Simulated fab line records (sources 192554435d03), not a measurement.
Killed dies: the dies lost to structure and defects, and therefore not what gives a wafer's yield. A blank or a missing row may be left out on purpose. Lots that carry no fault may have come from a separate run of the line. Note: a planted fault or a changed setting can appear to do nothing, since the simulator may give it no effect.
fab line records | flow n5Finfet | part 2 of 2: steps 25 to 31 of 31
[record] lots = 5 | wafers = 15 | lastDay = 18
route steps=1938 shown MOL_CONTACT_COAG@554
lots that met no fault: taken from a fault-free run of the same line
startH: hours from the record's opening day to when the first of the lot's shown wafers began | waitH: hours elapsed since this lot's preceding step | " identical to the entry in the row above | L1.1+2: several wafers, shown together as one row | - either no value or no given start | * or withheld: withheld | < > ~ a bound
route shown NAME@n: NAME is a module with steps in the file, n the number in the route of the first one | usual: mean/standard deviation taken from wafers without a fault | same: alike in all rows | chamber/n: place in a boat | sites: per-site readings | _std_site: standard deviation across them | _edge_site: inner sites' mean taken away from outer sites' mean | radiusMm: for every site, how far away it sits from the centre of the wafer | mask NAME#n: copy n | behind: tool/chamber where the wafer was last shaped | hold: why the lot went on hold/how many hours it stayed there/how the hold came to an end | device: names the non-switching transistor (n, p or np) | end of line: tests run on the same wafers once the route is complete | step lacking rows: just its recipe | killed: dies lost to structure and defects at the first sort, not the wafer's yield | map: the dies of a wafer, with x for killed, . for not killed, _ for no die there
set.NAME: the setting as run; set.NAME@STEP: as run at that earlier step | model.NAME: the simulator's own value behind a step, which no gauge read
lots seen at some steps along the route; tables by step, rows by wafer
services: from which hour (startH, from the record's first day; less than 0 if before it) a tool's chamber was out of use, for how many hours, and why
[[steps]]
[step N5_MOL_CONTACT_COAG_ETCHBACK_132]
[recipe] chemistry = CHF3 | target = SiO2 | targetDepthA = 100 | timeS = 6.7 | ionEnergyEv = 200 | pressureMtorr = 30 | sourceW = 610 | biasW = 170 | Ar_flow_sccm = 200 | CHF3_flow_sccm = 50
[usual] CHF3_flow_sccm = 49.99/0.15 | drypumpMotorCurrentA = 6.0/0.5 | oes_ar_750_au = 0.80/0.079 | oesProductAu = 0.79/0.082 | rfVppV = 527/5.3 | showerheadPlenumPTorr = 2.44/0.072 | throttleValvePct = 18.70/0.2
lot.wafer | tool       | chamber | startH | waitH | CHF3_flow_sccm | drypumpMotorCurrentA | oes_ar_750_au | oesProductAu | rfHoursCounterH | rfVppV | showerheadPlenumPTorr | throttleValvePct
L074.1    | rieDiel-05 | 2       | 97.12  | 0.1   | 49.71          | 6.0                  | 0.72          | 0.72         | 199             | 528    | 2.45                  | 18.50
L074.4    | "          | 0       | "      | "     | 49.89          | 5.7                  | 0.78          | 0.79         | 100             | 529    | 2.50                  | 18.79
L074.6    | "          | 0       | "      | "     | 49.60          | 5.7                  | 0.78          | 0.78         | -               | 528    | 2.50                  | 18.80
L078.1    | rieDiel-05 | 3       | 125.06 | 0.3   | 50.15          | 6.4                  | 0.74          | 0.74         | 170             | 529    | 2.47                  | 18.90
L078.4    | "          | 1       | "      | "     | 49.98          | 4.9                  | 0.90          | 0.91         | 29              | 520    | 2.33                  | 18.48
L078.6    | "          | 0       | "      | "     | 49.91          | 5.7                  | 0.77          | 0.76         | -               | 529    | 2.49                  | 18.81
L080.1    | rieDiel-05 | 2       | 138.50 | 0.1   | 49.69          | 5.9                  | 0.71          | 0.71         | 212             | 529    | 2.45                  | 18.51
L080.2    | "          | 1       | "      | "     | 49.87          | 4.9                  | 0.90          | 0.89         | 32              | 519    | 2.33                  | 18.50
L080.4    | "          | 3       | "      | "     | 49.92          | 6.4                  | 0.74          | 0.73         | 174             | 529    | 2.47                  | 18.93
L081.1    | rieDiel-02 | 1       | 143.06 | 0.1   | 50.08          | 4.9                  | 0.90          | 0.90         | 24              | 521    | 2.33                  | 18.52
L081.4    | "          | 2       | "      | "     | 50.13          | 6.1                  | 0.69          | 0.71         | 237             | 523    | 2.26                  | 19.07
L081.6    | "          | 3       | "      | "     | 50.25          | 5.8                  | 0.84          | 0.84         | -               | 533    | 2.51                  | 18.86
L095.1    | rieDiel-03 | 0       | 225.91 | 0.1   | 50.08          | 6.3                  | 0.89          | 0.90         | 21              | 533    | 2.43                  | 18.42
L095.3    | "          | 2       | "      | "     | 49.97          | 5.8                  | 0.85          | 0.85         | 48              | 524    | 2.52                  | 18.83
L095.4    | "          | 3       | "      | "     | 50.05          | 6.1                  | 0.75          | 0.74         | 174             | 518    | 2.37                  | 18.78
[step N5_MOL_CONTACT_COAG_ETCH_91]
[recipe] chemistry = N2/H2 | target = SOC | targetDepthA = 600 | overetchA = 210 | maskMaterial = SiARC | tempC = 40 | timeS = 101.2 | ionEnergyEv = 200 | pressureMtorr = 30 | sourceW = 840 | biasW = 150 | n2FlowSccm = 200 | h2FlowSccm = 200
[usual] drypumpMotorCurrentA = 6.0/0.5 | oesProductAu = 0.67/0.067 | rfVppV = 525.6/2.4 | showerheadPlenumPTorr = 2.61/0.082 | throttleValvePct = 17.79/0.22
lot.wafer | tool       | chamber | startH | waitH | drypumpMotorCurrentA | oesProductAu | rfHoursCounterH | rfVppV | showerheadPlenumPTorr | throttleValvePct
L074.1    | rieDiel-05 | 2       | 97.16  | 0.0   | 5.9                  | 0.61         | 199             | 526.7  | 2.63                  | 17.58
L074.4    | "          | 0       | "      | "     | 5.7                  | 0.65         | 100             | 527.5  | 2.68                  | 18.02
L074.6    | "          | 0       | "      | "     | 5.7                  | 0.64         | -               | 528.7  | 2.68                  | 18.01
L078.1    | rieDiel-05 | 3       | 125.09 | 0.0   | 6.4                  | 0.62         | 170             | 526.8  | 2.63                  | 17.87
L078.4    | "          | 1       | "      | "     | 4.9                  | 0.76         | 29              | 522.6  | 2.48                  | 17.42
L078.6    | "          | 0       | "      | "     | 5.7                  | 0.64         | -               | 526.8  | 2.68                  | 18.03
L080.1    | rieDiel-05 | 2       | 138.53 | 0.0   | 6.0                  | 0.60         | 212             | 525.6  | 2.62                  | 17.60
L080.2    | "          | 1       | "      | "     | 4.9                  | 0.75         | 32              | 520.5  | 2.48                  | 17.43
L080.4    | "          | 3       | "      | "     | 6.4                  | 0.62         | 174             | 526.3  | 2.63                  | 17.87
L081.1    | rieDiel-02 | 1       | 143.10 | 0.0   | 5.0                  | 0.76         | 24              | 522.9  | 2.50                  | 17.78
L081.4    | "          | 2       | "      | "     | 6.0                  | 0.59         | 237             | 520.1  | 2.40                  | 18.12
L081.6    | "          | 3       | "      | "     | 5.8                  | 0.71         | -               | 528.3  | 2.68                  | 17.97
L095.1    | rieDiel-03 | 0       | 225.94 | 0.0   | 6.4                  | 0.75         | 21              | 526.4  | 2.59                  | 17.53
L095.3    | "          | 2       | "      | "     | 5.8                  | 0.72         | 48              | 529.1  | 2.70                  | 18.05
L095.4    | "          | 3       | "      | "     | 6.1                  | 0.62         | 174             | 523.3  | 2.53                  | 17.87
[step N5_MOL_CONTACT_COAG_STRIP_92]
[recipe] chemistry = N2/H2 | tempC = 40 | n2FlowSccm = 200 | h2FlowSccm = 200 | rfFrequencyHz = 6e+07
lot.wafer  | tool       | chamber | startH | waitH
L074.1+4+6 | rieDiel-05 | 2,0,0   | 97.23  | 0.0
L078.1+4+6 | rieDiel-05 | 3,1,0   | 125.16 | 0.0
L080.1+2+4 | rieDiel-05 | 2,1,3   | 138.60 | 0.0
L081.1+4+6 | rieDiel-02 | 1,2,3   | 143.17 | 0.0
L095.1+3+4 | rieDiel-03 | 0,2,3   | 226.01 | 0.0
[step N5_MOL_CONTACT_COAG_STRIP_93]
[recipe] chemistry = N2/H2 | tempC = 40 | n2FlowSccm = 200 | h2FlowSccm = 200 | rfFrequencyHz = 6e+07
lot.wafer  | tool       | chamber | startH | waitH
L074.1+4+6 | rieDiel-05 | 2,0,0   | 97.24  | 0.0
L078.1+4+6 | rieDiel-05 | 3,1,0   | 125.17 | 0.0
L080.1+2+4 | rieDiel-05 | 2,1,3   | 138.61 | 0.0
L081.1+4+6 | rieDiel-02 | 1,2,3   | 143.18 | 0.0
L095.1+3+4 | rieDiel-03 | 0,2,3   | 226.02 | 0.0
[step N5_MOL_CONTACT_COAG_ETCHBACK_135]
[recipe] chemistry = CHF3 | target = SiO2 | targetDepthA = 250 | timeS = 16.7 | ionEnergyEv = 200 | pressureMtorr = 30 | sourceW = 610 | biasW = 170 | Ar_flow_sccm = 200 | CHF3_flow_sccm = 50
[usual] CHF3_flow_sccm = 49.98/0.15 | drypumpMotorCurrentA = 6.0/0.5 | oes_ar_750_au = 0.80/0.078 | oesProductAu = 0.80/0.083 | rfVppV = 527/5.5 | showerheadPlenumPTorr = 2.44/0.072 | throttleValvePct = 18.70/0.2
lot.wafer | tool       | chamber | startH | waitH | CHF3_flow_sccm | drypumpMotorCurrentA | oes_ar_750_au | oesProductAu | rfHoursCounterH | rfVppV | showerheadPlenumPTorr | throttleValvePct
L074.1    | rieDiel-05 | 2       | 97.25  | 0.0   | 49.96          | 5.9                  | 0.72          | 0.72         | 199             | 529    | 2.45                  | 18.48
L074.4    | "          | 0       | "      | "     | 49.91          | 5.7                  | 0.78          | 0.78         | 100             | 530    | 2.50                  | 18.78
L074.6    | "          | 0       | "      | "     | 49.87          | 5.7                  | 0.78          | 0.78         | -               | 529    | 2.50                  | 18.80
L078.1    | rieDiel-05 | 3       | 125.18 | 0.0   | 49.88          | 6.4                  | 0.74          | 0.73         | 170             | 528    | 2.47                  | 18.91
L078.4    | "          | 1       | "      | "     | 50.07          | 4.9                  | 0.90          | 0.90         | 29              | 519    | 2.33                  | 18.48
L078.6    | "          | 0       | "      | "     | 50.23          | 5.7                  | 0.77          | 0.77         | -               | 529    | 2.49                  | 18.81
L080.1    | rieDiel-05 | 2       | 138.62 | 0.0   | 50.18          | 6.0                  | 0.71          | 0.71         | 212             | 527    | 2.45                  | 18.50
L080.2    | "          | 1       | "      | "     | 49.94          | 4.9                  | 0.90          | 0.89         | 33              | 519    | 2.33                  | 18.49
L080.4    | "          | 3       | "      | "     | 50.10          | 6.4                  | 0.74          | 0.74         | 174             | 528    | 2.47                  | 18.90
L081.1    | rieDiel-02 | 1       | 143.19 | 0.0   | 49.85          | 5.0                  | 0.90          | 0.91         | 24              | 521    | 2.33                  | 18.53
L081.4    | "          | 2       | "      | "     | 49.99          | 6.1                  | 0.70          | 0.71         | 237             | 523    | 2.26                  | 19.09
L081.6    | "          | 3       | "      | "     | 50.01          | 5.8                  | 0.84          | 0.85         | -               | 534    | 2.51                  | 18.87
L095.1    | rieDiel-03 | 0       | 226.03 | 0.0   | 49.94          | 6.4                  | 0.89          | 0.89         | 21              | 532    | 2.43                  | 18.44
L095.3    | "          | 2       | "      | "     | 49.81          | 5.8                  | 0.85          | 0.84         | 48              | 526    | 2.52                  | 18.87
L095.4    | "          | 3       | "      | "     | 49.87          | 6.1                  | 0.75          | 0.75         | 174             | 516    | 2.37                  | 18.79
[step N5_MOL_CONTACT_COAG_STRIP_118]
[recipe] chemistry = CHF3 | resist = SiARC | rfFrequencyHz = 6e+07
lot.wafer  | tool       | chamber | startH | waitH
L074.1+4+6 | rieDiel-05 | 2,0,0   | 97.27  | 0.0
L078.1+4+6 | rieDiel-05 | 3,1,0   | 125.20 | 0.0
L080.1+2+4 | rieDiel-05 | 2,1,3   | 138.65 | 0.0
L081.1+4+6 | rieDiel-02 | 1,2,3   | 143.21 | 0.0
L095.1+3+4 | rieDiel-03 | 0,2,3   | 226.06 | 0.0
[step N5_MOL_CONTACT_COAG_VIA_ETCH_46]
[recipe] chemistry = C4F6/O2 | targetDepthA = 460 | overetchA = 92 | maskMaterial = SOC | target = SiO2 | biasW = 455 | pressureMtorr = 10 | timeS = 40 | sourceW = 325 | Ar_flow_sccm = 300 | C4F6_flow_sccm = 10 | O2_flow_sccm = 10 | ionEnergyEv = 575.3 | ends = endPoint
[usual] drypumpMotorCurrentA = 6.0/0.5 | oes_ar_750_au = 0.80/0.079 | oes_o_777_au = 0.80/0.078 | oesProductAu = 0.71/0.072 | rfVppV = 1595/15 | showerheadPlenumPTorr = 2.91/0.085 | throttleValvePct = 40.9/0.32
lot.wafer | tool       | chamber | startH | waitH | drypumpMotorCurrentA | oes_ar_750_au | oes_o_777_au | oesProductAu | rfHoursCounterH | rfVppV | showerheadPlenumPTorr | throttleValvePct
L074.1    | rieDiel-05 | 2       | 97.28  | 0.0   | 5.9                  | 0.73          | 0.73         | 0.64         | 199             | 1598   | 2.93                  | 40.2
L074.4    | "          | 0       | "      | "     | 5.7                  | 0.78          | 0.79         | 0.69         | 100             | 1602   | 2.98                  | 41.0
L074.6    | "          | 0       | "      | "     | 5.7                  | 0.78          | 0.79         | 0.69         | -               | 1603   | 2.98                  | 41.0
L078.1    | rieDiel-05 | 3       | 125.21 | 0.0   | 6.4                  | 0.74          | 0.74         | 0.65         | 170             | 1600   | 2.94                  | 40.9
L078.4    | "          | 1       | "      | "     | 4.9                  | 0.90          | 0.91         | 0.81         | 29              | 1577   | 2.79                  | 40.8
L078.6    | "          | 0       | "      | "     | 5.7                  | 0.77          | 0.78         | 0.68         | -               | 1603   | 2.97                  | 41.0
L080.1    | rieDiel-05 | 2       | 138.66 | 0.0   | 5.9                  | 0.71          | 0.72         | 0.63         | 212             | 1596   | 2.92                  | 40.3
L080.2    | "          | 1       | "      | "     | 4.9                  | 0.90          | 0.90         | 0.80         | 33              | 1576   | 2.79                  | 40.8
L080.4    | "          | 3       | "      | "     | 6.4                  | 0.74          | 0.74         | 0.65         | 174             | 1599   | 2.94                  | 40.9
L081.1    | rieDiel-02 | 1       | 143.22 | 0.0   | 4.9                  | 0.91          | 0.90         | 0.80         | 24              | 1577   | 2.78                  | 40.7
L081.4    | "          | 2       | "      | "     | 6.1                  | 0.70          | 0.68         | 0.63         | 237             | 1584   | 2.70                  | 41.3
L081.6    | "          | 3       | "      | "     | 5.8                  | 0.84          | 0.83         | 0.75         | -               | 1613   | 2.99                  | 41.3
L095.1    | rieDiel-03 | 0       | 226.07 | 0.0   | 6.4                  | 0.90          | 0.89         | 0.80         | 21              | 1612   | 2.90                  | 40.8
L095.3    | "          | 2       | "      | "     | 5.8                  | 0.85          | 0.86         | 0.77         | 48              | 1589   | 3.00                  | 41.3
L095.4    | "          | 3       | "      | "     | 6.1                  | 0.75          | 0.77         | 0.67         | 174             | 1568   | 2.83                  | 41.1
[[services]]
tool          | chamber | startH | hours | kind
aldSin-01     | 2       | 75.89  | 7.2   | repair
euvScanner-01 | -       | 76.33  | 1.0   | pm
aldSin-04     | -       | 87.09  | 14.0  | pm
rieDiel-03    | -       | 99.11  | 2.8   | pm
cmp-02        | -       | 100.79 | 5.0   | pm
euvScanner-01 | -       | 107.04 | 4.6   | pm
wetBench-03   | -       | 122.01 | 0.5   | repair
cmp-02        | -       | 124.05 | 1.7   | repair
rieDiel-02    | 3       | 127.94 | 2.0   | repair
cmp-03        | -       | 134.35 | 1.1   | repair
cmp-02        | -       | 152.69 | 6.7   | pm
aldSin-03     | 2       | 156.64 | 36.8  | repair
cmp-02        | -       | 161.78 | 1.0   | repair
cmp-03        | -       | 164.44 | 0.8   | repair
cmp-03        | -       | 177.97 | 0.9   | repair
cmp-02        | -       | 178.59 | 2.0   | repair
cmp-02        | -       | 187.59 | 1.3   | repair
rieDiel-05    | 3       | 191.40 | 1.4   | repair
cmp-03        | -       | 191.59 | 4.0   | pm
aldSin-04     | 2       | 205.60 | 7.8   | repair
cmp-03        | -       | 207.61 | 4.0   | pm
aldSin-03     | 2       | 213.12 | 2.6   | repair
cmp-02        | -       | 216.19 | 1.5   | repair
rieDiel-03    | 1       | 222.81 | 2.7   | repair
